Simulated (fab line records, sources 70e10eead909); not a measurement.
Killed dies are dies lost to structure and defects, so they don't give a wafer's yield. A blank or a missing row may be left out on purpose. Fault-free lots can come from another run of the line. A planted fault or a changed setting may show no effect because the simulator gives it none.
Matching of chambers	flow nand-harc	NHARC_A_CHANNEL_FILL_D1_ALD_02 on ald-hk-03 has 4 sister chambers
The step deposits SiO2, target thk 6 nm, pulse time 10 s, ald cycles 60. 8 wafers are shown with their chamber, then 8 later ones without.

EACH WAFER AND ITS CHAMBER
wafer	chamber	heater-power-w (W)	precursor-pulse-height-rel
L350.4	3	424	0.985
L351.2	3	428	0.986
L351.6	0	503	1.052
L353.1	1	411	1.009
L353.5	2	462	0.981
L360.5	1	415	0.982
L360.6	2	474	0.999
L365.1	0	480	0.980

WAFERS WITH NO CHAMBER GIVEN
wafer	heater-power-w (W)	precursor-pulse-height-rel
L365.4	417	1.012
L365.5	415	0.994
L366.2	414	0.996
L366.4	486	1.009
L366.6	479	1.008
L367.1	420	0.995
L367.2	494	1.014
L367.4	478	0.990

CHAMBER TAKEN BY EACH
wafer	from the rows above	in truth
L365.4	can't be placed: 1 or 3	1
L365.5	can't be placed: 1 or 3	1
L366.2	can't be placed: 1 or 3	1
L366.4	can't be placed: 0 or 2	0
L366.6	can't be placed: 2 or 0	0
L367.1	can't be placed: 3 or 1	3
L367.2	0	0
L367.4	can't be placed: 2 or 0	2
Correctly placed: 1 of 8. These rows do not allow placing 7 (true chamber among the candidates in 7). Number placed wrongly: 0.
How it was worked out, from the rows above alone: a wafer's distance from a chamber is the root of the sum, over the readings, of the square of ((its reading less the chamber's mean) divided by the reading's scatter). The wafer belongs to the nearest chamber; if the next one is less than 2 further off, it can't be placed. A chamber's mean is the mean of its shown wafers. The scatter: the root of (the sum of the squares of (reading less its chamber's mean) over the shown wafers, divided by (wafers less chambers)).
